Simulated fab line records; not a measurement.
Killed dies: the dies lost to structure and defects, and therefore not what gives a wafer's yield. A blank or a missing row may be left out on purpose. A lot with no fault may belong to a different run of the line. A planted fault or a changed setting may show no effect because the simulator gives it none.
fab line records -- flow n5_finfet
record: lots: 9, wafers: 25, last_day: 18
route steps=1938 shown PMOS_HMC_CHANNEL_EPI@68 FIN_SAQP@95 BEOL_M4@1111
lots that met no fault: from a run of the same line without faults
start_h: start of the lot's first displayed wafer, in hours after the record's first day -- wait_h: hours elapsed since this lot's preceding step -- " unchanged from the row above -- L1.1+2: several wafers, shown together as one row -- - no value, or no start given -- * or withheld: withheld -- < > ~ a bound
route shown NAME@n: names a module that has steps shown in the file, with the first one's number in the route -- usual: average and standard deviation across the fault-free wafers -- same: alike in all rows -- chamber/n: place in a boat -- sites: the reading at each site -- _std_site: the standard deviation of these -- _edge_site: outer sites' mean less inner sites' -- radius_mm: how far each site lies from the wafer's centre -- mask NAME#n: copy n -- behind: the last tool/chamber to shape the wafer -- hold: the reason the lot was held/the length of the hold in hours/how it ended -- device: which transistor (n, p or np) failed to switch -- end of line: the same wafers' tests at the end of the route -- step lacking rows: just its recipe -- killed: the dies lost at the first sort to structure and to defects; this is not the yield of the wafer -- map: shows each die of a wafer: x if killed, . if not, _ if none is there
set.NAME: the setting the step ran with; set.NAME@STEP: the setting that earlier step ran with -- model.NAME: the simulator's own value behind a step, which no gauge read
a sample of lots followed through the steps of the route, with each step as a table and each wafer as a row
services: when a tool's chamber went out of use (start_h, in hours from the record's first day, below 0 if earlier), for how many hours, and the reason
== steps ==
step: N5_PMOS_HMC_CHANNEL_EPI_DESCUM_14
recipe: chemistry: O2, time_s: 7.9, source_power_w: 50, bias_power_w: 20, pressure_mtorr: 20, rf_frequency_hz: 2.712e+07, temp_c: 40, resist: CAR-ArF-block, o2_flow_sccm: 225
usual: drypump_motor_current_A: 5.60/0.28, oes_product_au: 0.76/0.068, rf_fwd_power_W: 49.37/0.19, rf_vpp_V: 243.8/0.99, showerhead_plenum_p_Torr: 2.13/0.042, throttle_valve_pct: 20.41/0.25
lot.wafer,tool,chamber,start_h,wait_h,drypump_motor_current_A,oes_product_au,rf_fwd_power_W,rf_hours_counter_h,rf_vpp_V,showerhead_plenum_p_Torr,throttle_valve_pct
L363.1,rie_diel-05,3,23.48,0.0,5.54,0.73,49.53,171,242.6,2.09,20.63
L363.4,rie_diel-05,0,23.48,0.0,6.06,0.79,49.06,122,245.3,2.20,20.22
L363.6,rie_diel-05,0,23.48,0.0,6.03,0.80,49.09,-,244.7,2.20,20.23
L366.2,rie_diel-06,1,41.84,0.0,5.27,0.71,49.19,227,243.5,2.15,20.45
L366.5,rie_diel-06,1,41.84,0.0,5.29,0.69,49.34,-,243.4,2.15,20.44
L366.6,rie_diel-06,0,41.84,0.0,5.84,0.77,49.66,-,245.0,2.16,20.24
L371.3,rie_diel-01,1,71.13,0.1,5.96,0.71,49.35,195,243.1,2.19,20.91
L371.4,rie_diel-01,2,71.13,0.1,5.27,0.70,49.36,194,243.0,2.09,20.37
L376.2,rie_diel-01,2,101.67,0.1,5.26,0.70,49.33,203,242.2,2.09,20.37
L376.3,rie_diel-01,1,101.67,0.1,5.93,0.71,49.10,204,244.9,2.19,20.94
L376.6,rie_diel-01,2,101.67,0.1,5.27,0.70,49.42,-,242.2,2.09,20.37
L378.1,rie_diel-05,2,113.52,0.1,5.57,0.88,49.63,32,243.3,2.12,20.28
L378.2,rie_diel-05,1,113.52,0.1,5.27,0.83,49.24,67,244.4,2.12,20.19
L378.3,rie_diel-05,3,113.52,0.1,5.53,0.71,49.60,196,242.5,2.08,20.66
L380.4,rie_diel-06,1,125.26,0.0,5.26,0.68,49.31,253,243.1,2.14,20.46
L380.5,rie_diel-06,2,125.26,0.0,5.57,0.73,49.35,-,243.3,2.09,20.55
L380.6,rie_diel-06,1,125.26,0.0,5.27,0.68,49.13,-,244.7,2.14,20.48
L381.1,rie_diel-05,2,131.12,0.2,5.55,0.86,49.51,37,243.7,2.12,20.28
L381.5,rie_diel-05,2,131.12,0.2,5.54,0.86,49.50,-,245.3,2.12,20.27
L381.6,rie_diel-05,3,131.12,0.2,5.53,0.70,49.28,-,244.1,2.08,20.68
L384.1,rie_diel-05,3,150.13,0.9,5.54,0.70,49.45,208,244.0,2.08,20.69
L384.4,rie_diel-05,1,150.13,0.9,5.27,0.82,49.34,78,244.3,2.12,20.21
L384.6,rie_diel-05,0,150.13,0.9,6.04,0.77,49.07,-,244.4,2.18,20.27
L385.1,rie_diel-05,1,155.36,0.0,5.31,0.81,49.21,79,244.3,2.12,20.22
L385.4,rie_diel-05,3,155.36,0.0,5.57,0.71,49.59,209,245.3,2.08,20.69
step: N5_PMOS_HMC_CHANNEL_EPI_ETCH_38
recipe: chemistry: CF4, target: SiO2, target_depth_a: 15, ion_energy_ev: 350, pressure_mtorr: 10, icp_w: 800, bias_w: 400, cf4_flow_sccm: 80
usual: drypump_motor_current_A: 5.9/0.61, he_backside_leak_sccm: 2.8/0.36, oes_product_au: 1.005/0.021, rf_fwd_power_W: 784/3.6, throttle_valve_pct: 21.68/0.25
lot.wafer,tool,chamber,start_h,wait_h,drypump_motor_current_A,he_backside_leak_sccm,oes_product_au,rf_fwd_power_W,rf_hours_counter_h,throttle_valve_pct
L363.1,rie_si-05,0,24.13,0.0,5.9,3.2,0.947,781,100,21.74
L363.4,rie_si-05,2,24.13,0.0,5.1,2.5,0.971,784,70,21.31
L363.6,rie_si-05,2,24.13,0.0,5.1,2.6,0.984,785,-,21.31
L366.2,rie_si-05,0,42.49,0.0,5.9,3.3,0.955,781,100,21.73
L366.5,rie_si-05,3,42.49,0.0,6.6,2.7,1.002,786,-,22.00
L366.6,rie_si-05,0,42.49,0.0,5.9,3.4,0.957,787,-,21.73
L371.3,rie_si-05,2,71.77,0.0,5.1,2.8,0.990,790,71,21.30
L371.4,rie_si-05,1,71.77,0.0,6.3,2.6,1.024,778,32,21.74
L376.2,rie_si-05,2,102.10,0.0,5.1,2.7,0.992,785,71,21.31
L376.3,rie_si-05,1,102.10,0.0,6.2,2.6,1.014,782,33,21.73
L376.6,rie_si-05,3,102.10,0.0,6.6,2.9,0.994,782,-,21.99
L378.1,rie_si-01,3,113.95,0.0,6.3,2.2,1.026,789,5,21.32
L378.2,rie_si-01,1,113.95,0.0,6.2,2.9,1.009,779,197,22.18
L378.3,rie_si-01,2,113.95,0.0,4.6,2.9,1.011,783,127,21.70
L380.4,rie_si-01,0,125.71,0.0,6.0,2.9,1.023,788,-,21.79
L380.5,rie_si-01,2,125.71,0.0,4.7,3.0,1.013,780,-,21.69
L380.6,rie_si-01,3,125.71,0.0,6.3,2.4,1.026,786,-,21.33
L381.1,rie_si-06,0,131.56,0.0,5.9,2.5,1.033,782,1,21.67
L381.5,rie_si-06,0,131.56,0.0,5.9,2.5,1.044,779,-,21.66
L381.6,rie_si-06,3,131.56,0.0,6.0,2.9,1.023,784,-,21.70
L384.1,rie_si-01,0,150.57,0.0,6.0,2.9,1.020,786,40,21.78
L384.4,rie_si-01,3,150.57,0.0,6.3,2.4,1.029,783,-,21.33
L384.6,rie_si-01,0,150.57,0.0,6.0,2.8,1.020,789,-,21.78
L385.1,rie_si-01,1,155.80,0.0,6.1,2.6,0.996,780,0,21.97
L385.4,rie_si-01,0,155.80,0.0,6.0,2.8,1.026,793,40,21.79
step: N5_PMOS_HMC_CHANNEL_EPI_FIN_RECESS_16
recipe: chemistry: HBr/Cl2, target: Si, mask_material: SiO2, target_depth_a: 540, time_s: 18, pressure_mtorr: 10, icp_w: 800, bias_w: 75, HBr_flow_sccm: 150, Cl2_flow_sccm: 80
usual: drypump_motor_current_A: 5.9/0.61, he_backside_leak_sccm: 2.8/0.31, oes_product_au: 1.005/0.017, rf_fwd_power_W: 795.9/2.5, throttle_valve_pct: 35.3/0.34
lot.wafer,tool,chamber,start_h,wait_h,drypump_motor_current_A,he_backside_leak_sccm,oes_product_au,rf_fwd_power_W,rf_hours_counter_h,throttle_valve_pct
L363.1,rie_si-05,0,24.15,0.0,5.9,3.3,0.961,797.6,100,35.8
L363.4,rie_si-05,2,24.15,0.0,5.1,2.7,0.982,793.3,70,35.0
L363.6,rie_si-05,2,24.15,0.0,5.1,2.8,0.993,798.9,-,35.0
L366.2,rie_si-05,0,42.51,0.0,5.9,3.4,0.978,796.1,100,35.7
L366.5,rie_si-05,3,42.51,0.0,6.6,2.8,0.999,793.6,-,35.8
L366.6,rie_si-05,0,42.51,0.0,5.9,3.4,0.971,795.7,-,35.8
L371.3,rie_si-05,2,71.79,0.0,5.1,2.8,0.995,793.1,71,35.0
L371.4,rie_si-05,1,71.79,0.0,6.3,2.5,1.003,795.9,32,35.2
L376.2,rie_si-05,2,102.12,0.0,5.1,2.5,0.983,799.5,71,35.0
L376.3,rie_si-05,1,102.12,0.0,6.3,2.3,1.010,794.0,33,35.2
L376.6,rie_si-05,3,102.12,0.0,6.6,2.8,0.991,796.6,-,35.8
L378.1,rie_si-01,3,113.97,0.0,6.4,2.3,1.016,801.3,5,34.8
L378.2,rie_si-01,1,113.97,0.0,6.2,2.8,1.015,793.5,197,35.8
L378.3,rie_si-01,2,113.97,0.0,4.7,2.8,1.015,793.0,127,35.3
L380.4,rie_si-01,0,125.75,0.0,6.0,3.0,1.012,793.0,-,35.4
L380.5,rie_si-01,2,125.75,0.0,4.7,2.9,1.021,799.3,-,35.3
L380.6,rie_si-01,3,125.75,0.0,6.3,2.4,1.023,796.1,-,34.8
L381.1,rie_si-06,0,131.58,0.0,5.9,2.5,1.032,798.4,1,35.1
L381.5,rie_si-06,0,131.58,0.0,5.9,2.5,1.041,793.7,-,35.1
L381.6,rie_si-06,3,131.58,0.0,6.1,2.9,1.017,797.2,-,35.7
L384.1,rie_si-01,0,150.59,0.0,6.0,2.9,1.011,800.1,40,35.4
L384.4,rie_si-01,3,150.59,0.0,6.3,2.2,1.009,798.6,-,34.8
L384.6,rie_si-01,0,150.59,0.0,6.0,2.9,1.008,799.5,-,35.4
L385.1,rie_si-01,1,155.82,0.0,6.2,2.6,0.989,789.3,0,35.5
L385.4,rie_si-01,0,155.82,0.0,6.0,3.0,1.026,792.8,40,35.4
step: N5_PMOS_HMC_CHANNEL_EPI_THK_MEAS_22
recipe: reads: SiGe30_of_PMOS_HMC_CHANNEL_EPI_EPI_20
usual: HMC_CMP_THK: 53.8/0.84
lot.wafer,tool,chamber,start_h,wait_h,HMC_CMP_THK[nm]
L363.1,film_metro-02,-,27.00,-,51.7
L363.4,film_metro-02,-,27.00,-,53.4
L363.6,film_metro-02,-,27.00,-,54.0
L366.2,film_metro-01,-,44.44,-,52.6
L366.5,film_metro-01,-,44.44,-,54.1
L366.6,film_metro-01,-,44.44,-,52.1
L371.3,film_metro-02,-,73.60,-,56.8
L371.4,film_metro-02,-,73.60,-,53.8
L376.2,film_metro-01,-,103.93,-,56.6
L376.3,film_metro-01,-,103.93,-,57.9
L376.6,film_metro-01,-,103.93,-,53.8
L378.1,film_metro-01,-,115.78,-,54.3
L378.2,film_metro-01,-,115.78,-,53.6
L378.3,film_metro-01,-,115.78,-,54.1
L380.4,film_metro-01,-,127.56,-,54.9
L380.5,film_metro-01,-,127.56,-,53.9
L380.6,film_metro-01,-,127.56,-,55.0
L381.1,film_metro-01,-,133.38,-,54.3
L381.5,film_metro-01,-,133.38,-,54.9
L381.6,film_metro-01,-,133.38,-,54.5
L384.1,film_metro-01,-,152.40,-,53.9
L384.4,film_metro-01,-,152.40,-,53.9
L384.6,film_metro-01,-,152.40,-,54.1
L385.1,film_metro-02,-,157.63,-,54.1
L385.4,film_metro-02,-,157.63,-,54.7
step: N5_FIN_SAQP_DENSIFY_62
recipe: temp_c: 700, time_s: 60, ambient: N2, idle_temp_c: 600, ramp_up_c_per_s: 150, ramp_down_c_per_s: 60, cool_to_c: 600
usual: lamp_power_pct: 9.85/0.047, lamp_zone_3_pct: 9.848/0.0085, lamp_zone_5_pct: 9.849/0.01, wafer_temp_C_max: 703.3/0.64
lot.wafer,tool,chamber,start_h,wait_h,lamp_power_pct,lamp_zone_3_pct,lamp_zone_5_pct,wafer_temp_C_max
L363.1,rtp_anneal-02,0,27.89,0.2,9.88,9.849,9.833,702.5
L363.4,rtp_anneal-02,0,27.89,0.2,9.76,9.861,9.826,703.6
L363.6,rtp_anneal-02,0,27.89,0.2,9.90,9.845,9.845,703.3
L366.2,rtp_anneal-01,0,45.60,0.2,9.87,9.850,9.842,703.1
L366.5,rtp_anneal-01,0,45.60,0.2,9.93,9.845,9.857,703.5
L366.6,rtp_anneal-01,0,45.60,0.2,9.88,9.857,9.843,702.9
L371.3,rtp_anneal-01,0,74.46,0.2,9.83,9.857,9.838,703.3
L371.4,rtp_anneal-01,0,74.46,0.2,9.93,9.851,9.844,704.0
L376.2,rtp_anneal-02,0,105.27,0.4,9.90,9.846,9.857,703.7
L376.3,rtp_anneal-02,0,105.27,0.4,9.86,9.833,9.849,701.9
L376.6,rtp_anneal-02,0,105.27,0.4,9.75,9.852,9.834,702.9
L378.1,rtp_anneal-02,0,116.62,0.2,9.90,9.849,9.841,702.8
L378.2,rtp_anneal-02,0,116.62,0.2,9.85,9.842,9.843,703.0
L378.3,rtp_anneal-02,0,116.62,0.2,9.76,9.830,9.868,704.0
L380.4,rtp_anneal-01,0,128.58,0.2,9.86,9.852,9.849,703.1
L380.5,rtp_anneal-01,0,128.58,0.2,9.84,9.862,9.856,702.7
L380.6,rtp_anneal-01,0,128.58,0.2,9.83,9.838,9.854,703.9
L381.1,rtp_anneal-02,0,134.19,0.1,9.84,9.863,9.859,703.2
L381.5,rtp_anneal-02,0,134.19,0.1,9.83,9.859,9.845,702.8
L381.6,rtp_anneal-02,0,134.19,0.1,9.77,9.838,9.851,702.6
L384.1,rtp_anneal-02,0,153.27,0.2,9.83,9.849,9.847,704.0
L384.4,rtp_anneal-02,0,153.27,0.2,9.89,9.859,9.853,703.6
L384.6,rtp_anneal-02,0,153.27,0.2,9.89,9.830,9.849,704.5
L385.1,rtp_anneal-02,0,159.33,0.1,9.86,9.847,9.845,702.5
L385.4,rtp_anneal-02,0,159.33,0.1,9.80,9.834,9.855,703.0
step: N5_BEOL_M4_RC_MEAS_101
usual: CJ_P: 5.79/0.18, DIBL_N: 35.8/1.5, DIBL_P: 35.9/1.8, IOFF_N: 0.152/0.025, IOFF_P: 0.21/0.031, ION_N: 672/11, ION_P: 462/7.4, SS_N: 71.5/0.52, SS_P: 73.2/0.54, VT_N: 250/3, VT_P: -250/3.3
lot.wafer,tool,chamber,start_h,wait_h,CJ_P,DIBL_N[mV/V],DIBL_P[mV/V],IOFF_N[nA/um],IOFF_P[nA/um],ION_N[uA/um],ION_P[uA/um],SS_N[mV/dec],SS_P[mV/dec],VT_N[mV],VT_P[mV]
L363.1,prober-01,0,166.18,0.0,6.22,35.7,36.5,0.146,0.19,670,454,72.9,72.9,251,-253
L363.4,prober-01,0,166.18,0.0,5.94,38.0,38.4,0.192,0.21,672,457,73.0,73.7,250,-249
L363.6,prober-01,0,166.18,0.0,5.87,37.1,37.1,0.176,0.20,682,455,72.7,73.0,251,-249
L366.2,prober-01,0,199.76,0.2,5.95,33.9,34.8,0.122,0.16,670,457,70.9,72.9,250,-254
L366.5,prober-01,0,199.76,0.2,5.61,34.9,35.9,0.143,0.17,674,452,70.7,73.0,251,-252
L366.6,prober-01,0,199.76,0.2,6.05,34.1,35.4,0.125,0.16,665,459,71.5,72.6,251,-256
L371.3,prober-01,0,231.29,0.3,5.29,36.2,37.1,0.169,0.24,684,471,71.0,73.8,248,-248
L371.4,prober-01,0,231.29,0.3,5.69,35.8,36.0,0.161,0.21,685,466,70.9,73.8,248,-251
L376.2,prober-01,0,246.47,0.2,5.19,35.0,34.9,0.141,0.20,677,465,71.7,73.0,249,-252
L376.3,prober-01,0,246.47,0.2,4.81,35.6,35.7,0.143,0.20,667,466,71.7,73.1,253,-250
L376.6,prober-01,0,246.47,0.2,5.79,35.9,36.6,0.164,0.22,678,466,71.9,73.7,248,-249
L378.1,prober-01,0,263.71,0.0,5.75,37.7,38.6,0.218,0.29,700,484,72.0,74.3,244,-243
L378.2,prober-01,0,263.71,0.0,5.80,36.0,35.8,0.172,0.23,676,465,71.6,72.8,245,-248
L378.3,prober-01,0,263.71,0.0,5.92,36.5,38.0,0.196,0.28,706,489,72.4,73.7,245,-243
L380.4,prober-02,0,271.90,0.5,5.72,35.5,37.1,0.182,0.24,682,460,71.9,73.3,247,-247
L380.5,prober-02,0,271.90,0.5,5.97,34.3,37.2,0.175,0.24,694,471,71.1,72.5,245,-250
L380.6,prober-02,0,271.90,0.5,5.63,34.1,36.0,0.154,0.21,675,460,71.2,72.7,250,-248
L381.1,prober-02,0,285.84,0.0,5.59,36.3,38.6,0.179,0.24,677,463,71.6,73.8,247,-249
L381.5,prober-02,0,285.84,0.0,5.79,36.0,39.4,0.177,0.26,689,477,71.5,73.7,248,-248
L381.6,prober-02,0,285.84,0.0,5.70,35.3,37.1,0.159,0.22,683,462,71.4,73.4,251,-249
L384.1,prober-01,0,303.34,0.0,5.65,36.0,35.4,0.146,0.22,676,467,71.5,73.1,251,-249
L384.4,prober-01,0,303.34,0.0,5.76,35.9,35.9,0.154,0.23,678,466,71.8,73.0,246,-248
L384.6,prober-01,0,303.34,0.0,5.52,35.4,35.1,0.144,0.21,693,468,71.3,72.4,251,-248
L385.1,prober-02,0,321.00,0.0,5.76,35.6,35.7,0.151,0.21,666,465,71.9,73.4,251,-251
L385.4,prober-02,0,321.00,0.0,5.60,35.0,34.9,0.137,0.19,675,472,71.3,72.8,256,-253
== services ==
tool,chamber,start_h,hours,kind
rtp_anneal-01,-,10.40,1.3,repair
rie_diel-01,0,35.29,4.0,repair
rie_si-06,0,35.74,-,clean
rie_si-06,0,35.74,17.7,scheduled_down
rie_si-06,0,35.74,17.7,vent_cycle
rie_si-01,0,51.83,3.8,repair
rie_diel-05,1,73.51,5.2,repair
rtp_anneal-02,-,75.97,2.9,pm
rie_si-06,-,83.98,14.6,pm
rie_si-01,0,101.50,3.9,repair
rie_si-06,3,110.02,-,clean
rie_si-06,3,110.02,18.5,scheduled_down
rie_si-06,3,110.02,18.5,vent_cycle
rie_si-01,1,116.94,15.1,repair
rie_si-06,1,128.54,-,clean
rie_si-06,1,128.54,18.3,scheduled_down
rie_si-06,1,128.54,18.3,vent_cycle
rie_diel-06,1,130.63,9.8,repair
rie_si-01,1,132.08,-,clean
rie_si-01,1,132.08,19.0,scheduled_down
rie_si-01,1,132.08,19.0,vent_cycle
rie_si-05,1,140.48,0.9,repair
rie_diel-06,2,149.71,12.8,repair
rie_diel-01,3,157.99,1.5,repair
== key ==
first_sign: step: N5_PMOS_HMC_CHANNEL_EPI_THK_MEAS_22, reading: HMC_CMP_THK, direction: up, sigmas: 3.9, usual: 53.8, struck: 57.1
effect: step: N5_BEOL_M4_RC_MEAS_101, reading: CJ_P, direction: down, sigmas: 3.8, usual: 5.79, struck: 5.10
met_at N5_PMOS_HMC_CHANNEL_EPI_FIN_RECESS_16
struck_lots L371,L376
struck_wafers L371.3,L376.2,L376.3
not_acting_at N5_PMOS_HMC_CHANNEL_EPI_DESCUM_14,N5_PMOS_HMC_CHANNEL_EPI_ETCH_38,N5_FIN_SAQP_DENSIFY_62
onset_between 42.51 71.79
fault: kind: process_parameter_drift, tool: rie_si-05, chamber: -, onset_h: 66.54, steps: N5_PMOS_HMC_CHANNEL_EPI_FIN_RECESS_16, channel: time_s, offset: *, shape: step, end_h: 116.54, scope: struck_wafers_only, acts_in: *, stated: *
